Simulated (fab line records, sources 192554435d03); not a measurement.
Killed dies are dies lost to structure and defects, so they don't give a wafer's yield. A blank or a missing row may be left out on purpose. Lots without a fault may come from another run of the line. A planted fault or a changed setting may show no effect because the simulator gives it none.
One fault seen from 2 desks | flow n5_finfet | each desk has only its own numbers; what lay behind them comes last

THE TOOL OWNER'S DESK: litho_track-02
The tool's own readings at N5_BEOL_M11_COAT_60 (time 60 s, resist thk 30 nm): means of the sampled wafers that have a number, for each lot that ran on this tool. A lot is out of limits, marked OUT, if its mean lies more than 4 standard deviations from the usual mean; the brackets give that distance.
Columns: A = dispense_pressure_kPa at N5_BEOL_M11_COAT_60, usual 45 kPa; B = resist_line_temp_C at N5_BEOL_M11_COAT_60, usual 23.00 C; C = spin_speed_rpm at N5_BEOL_M11_COAT_60, usual 1499.9 rpm
lot  | first seen here | A  | B     | C
L427 | day 11 20:53    | 42 | 23.03 | 1498.7
L424 | day 12 01:32    | 42 | 22.93 | 1499.4
L426 | day 12 01:50    | 42 | 23.09 | 1499.8
L436 | day 14 18:49    | 42 | 23.01 | 1829.0 (+99 or more) OUT
L437 | day 15 00:20    | 42 | 23.09 | 1828.1 (+99 or more) OUT
This desk's finding: out of limits on L436, L437; first on L436, day 14 18:49 (spin_speed_rpm at N5_BEOL_M11_COAT_60). In limits: L427, L424, L426.

THE METROLOGY DESK
What the gauges read, lot by lot, whatever tool the lot ran on: means of the sampled wafers that have a number. A lot is out of limits, marked OUT, if its mean lies more than 4 standard deviations from the usual mean; the brackets give that distance.
Columns: A = cd_nm at N5_BEOL_M10_CD_MEAS_35, usual 69.7 nm; B = M11_OVL at N5_BEOL_M11_OVL_MEAS_12, usual 0.5 nm
lot  | first seen here | A    | B
L421 | day 9 23:27     | 70.4 | 0.6
L427 | day 11 14:41    | 69.8 | 0.3
L424 | day 11 20:40    | 69.6 | 1.1
L426 | day 11 20:56    | 69.7 | -0.3
L425 | day 11 21:19    | 69.7 | 0.5
L436 | day 14 15:22    | 70.5 | 0.9
L437 | day 14 18:56    | 69.4 | 0.4
L439 | day 14 21:30    | 69.8 | 0.5
L441 | day 15 19:08    | 69.5 | 1.0
L444 | day 16 13:18    | 69.2 | -0.1
This desk's finding: nothing out of limits on any of the 10 lots.

PUT TOGETHER
The tool owner's desk could have raised an alarm at day 14 18:49, on L436, L437.
The metrology desk saw nothing out of limits.
The metrology desk has L436, L437 on record, within its limits.
Of the lots named, all ran N5_BEOL_M11_COAT_60 on litho_track-02.

WHAT THE SIMULATOR HAD PUT IN
Process parameter drift: litho_track-02, from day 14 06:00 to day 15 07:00, at N5_BEOL_M11_COAT_60. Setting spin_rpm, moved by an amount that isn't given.
Lots struck among those shown: L436, L437.
Hours from the fault's start to each desk's first reading out of limits: the tool owner's desk, 13.
